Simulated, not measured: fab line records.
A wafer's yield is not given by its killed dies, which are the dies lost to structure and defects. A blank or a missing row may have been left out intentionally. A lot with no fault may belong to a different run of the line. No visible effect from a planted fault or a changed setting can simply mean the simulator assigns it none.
Matching of chambers -- flow n5-finfet -- 4 sister chambers for N5_BEOL_M10_DESCUM_16 on rie-diel-06
The step chemistry O2, time 7.9 s. 16 wafers are shown with their chamber, then 8 later ones without.

== WAFERS WITH THEIR CHAMBER ==
wafer,chamber,drypump-motor-current-A (A),showerhead-plenum-p-Torr (Torr),throttle-valve-pct (%)
L075.2,3,5.9,2.10,20.50
L075.3,0,6.0,2.07,20.68
L075.4,1,5.7,2.11,20.49
L081.1,0,5.9,2.07,20.70
L081.3,1,5.7,2.11,20.52
L081.6,0,5.9,2.07,20.69
L082.1,3,5.9,2.09,20.52
L082.3,2,5.1,2.17,20.39
L082.4,0,6.0,2.06,20.72
L088.2,3,5.9,2.08,20.55
L088.4,0,5.9,2.06,20.72
L088.5,3,5.9,2.09,20.56
L089.2,1,5.7,2.10,20.53
L089.4,0,6.0,2.06,20.72
L089.5,2,5.1,2.16,20.43
L092.1,1,5.7,2.10,20.55

SIGNATURES (averages over the wafers above)
reading,chamber 0,chamber 1,chamber 2,chamber 3,scatter within a chamber
drypump-motor-current-A,5.950,5.700,5.100,5.900,0.0354
showerhead-plenum-p-Torr,2.0650,2.1050,2.1650,2.0900,0.00645
throttle-valve-pct,20.7050,20.5225,20.4100,20.5325,0.0233
Rule: for each reading, subtract the chamber's mean from the wafer's reading, divide by that reading's scatter and square the result; add these up over the readings and take the root, which gives the wafer's distance from the chamber. The wafer belongs to the nearest chamber; if the next one is less than 2 further off, it can't be placed. The scatter is the square root of a quotient: the sum, over the shown wafers, of each reading's squared deviation from its chamber's mean, divided by wafers minus chambers.

== WAFERS MISSING THEIR CHAMBER ==
wafer,drypump-motor-current-A (A),showerhead-plenum-p-Torr (Torr),throttle-valve-pct (%)
L092.2,6.0,2.06,20.74
L092.5,5.9,2.08,20.56
L091.1,5.1,2.16,20.44
L091.4,5.0,2.16,20.43
L091.6,5.9,2.08,20.55
L095.1,6.0,2.06,20.37
L095.2,5.9,2.08,20.60
L095.4,6.0,2.06,20.39

== CHAMBER TAKEN BY EACH ==
wafer,from the rows above,in truth
L092.2,0,0
L092.5,3,3
L091.1,2,2
L091.4,2,2
L091.6,3,3
L095.1,3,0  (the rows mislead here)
L095.2,can't be placed: 3 or 0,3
L095.4,3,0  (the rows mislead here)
5 of 8 placed correctly. From these rows, 1 cannot be placed; in 1 the true chamber is one of the candidates. Wrongly placed: 2.
